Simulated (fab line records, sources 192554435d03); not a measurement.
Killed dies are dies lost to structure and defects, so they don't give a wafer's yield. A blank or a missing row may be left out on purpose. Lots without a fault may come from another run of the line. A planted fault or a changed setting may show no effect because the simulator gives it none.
Which tool did it? | flow n5_finfet | 12 lots, 36 wafers sampled, at 4 steps of a route of 1938

WHAT THE GAUGES READ, wafer by wafer
N5_BEOL_M0_RS_MEAS_126: measures by four-point-probe.
lot  | measured     | on            | M0_RS (ohm/sq)
L075 | day 6 09:23  | film_metro-01 | 0.543 0.538 0.514
L077 | day 6 16:58  | film_metro-01 | 0.539 0.520 0.523
L079 | day 7 03:17  | film_metro-02 | 0.545 0.541 0.520
L081 | day 7 18:46  | film_metro-01 | 0.560 0.541 0.566
L083 | day 8 07:46  | film_metro-01 | 0.557 0.531 0.522
L085 | day 9 03:04  | film_metro-02 | 0.536 0.546 0.553
L087 | day 9 12:01  | film_metro-01 | 0.554 0.550 0.561
L089 | day 9 14:05  | film_metro-01 | 0.537 0.525 0.515
L092 | day 10 15:26 | film_metro-02 | 0.534 0.546 0.534
L094 | day 10 21:04 | film_metro-01 | 0.521 0.532 0.516
L096 | day 11 14:38 | film_metro-01 | 0.529 0.525 0.549
L091 | day 11 21:41 | film_metro-01 | 0.532 0.542 0.515

WHICH TOOL RAN EACH LOT (tool, then ch and the chambers of the sampled wafers, then the start)
lot  | N5_BEOL_M0_CUTY_DESCUM_61          | N5_BEOL_M0_HM_OPEN_105            | N5_BEOL_M0_CMP_120
L075 | rie_diel-02 ch 1,2, day 6 02:32    | rie_metal-01 ch 1, day 6 05:42    | cmp-04 ch 0,1,2, day 6 08:54
L077 | rie_diel-01 ch 0,3, day 6 11:51    | rie_metal-01 ch 1, day 6 12:19    | cmp-01 ch 2,3, day 6 16:19
L079 | rie_diel-01 ch 1,2,3, day 6 23:08  | rie_metal-03 ch 0,1, day 7 00:17  | cmp-01 ch 0,1,2, day 7 02:44
L081 | rie_diel-01 ch 0,1,3, day 7 14:24  | rie_metal-01 ch 0,1, day 7 15:15  | cmp-02 ch 0,2,3, day 7 18:12
L083 | rie_diel-04 ch 1,2,3, day 8 02:34  | rie_metal-01 ch 0, day 8 02:57    | cmp-02 ch 0,1,2, day 8 07:12
L085 | rie_diel-04 ch 0,2, day 8 16:25    | rie_metal-01 ch 0,1, day 8 20:47  | cmp-01 ch 0,1,3, day 9 02:31
L087 | rie_diel-04 ch 1,2, day 9 03:46    | rie_metal-02 ch 0, day 9 07:23    | cmp-02 ch 0,3, day 9 11:26
L089 | rie_diel-04 ch 1, day 9 09:07      | rie_metal-01 ch 0,1, day 9 09:35  | cmp-01 ch 1,2,3, day 9 13:31
L092 | rie_diel-04 ch 1,3, day 10 07:35   | rie_metal-02 ch 0, day 10 09:27   | cmp-02 ch 0,1, day 10 14:41
L094 | rie_diel-02 ch 0,1,2, day 10 16:42 | rie_metal-03 ch 0,1, day 10 17:25 | cmp-02 ch 1,2,3, day 10 20:35
L096 | rie_diel-01 ch 1,2, day 11 07:59   | rie_metal-02 ch 0,1, day 11 09:17 | cmp-04 ch 1,3, day 11 14:04
L091 | rie_diel-04 ch 0,2,3, day 11 15:01 | rie_metal-01 ch 0,1, day 11 17:48 | cmp-02 ch 0,2,3, day 11 21:10
- N5_BEOL_M0_CUTY_DESCUM_61: chemistry O2, time 7.9 s.
- N5_BEOL_M0_HM_OPEN_105: chemistry Cl2/BCl3, target TiN, target depth 12 nm.
- N5_BEOL_M0_CMP_120: polishes, stops on SiOC, t overpolish 6.9 s.

THE ANSWER, worked out from the rows above alone
Rule: what is usual is taken from the lots themselves. Put in order of their means at a reading, lots are off if they are a third of the lots or fewer, leave a main group of 4 or more, and stand apart from it by a gap of 3 or more times the standard deviation of the main group's means; of several such gaps the widest counts. A main group whose means are all the same, to the digits that the tables above print for the reading, isn't used. A lot without any number at a reading at which 4 lots or more have one is off too. The other lots that the step has rows for count as sound.
No lot is off at any reading shown: from this, nothing can be told.

WHAT THE SIMULATOR HAD PUT IN
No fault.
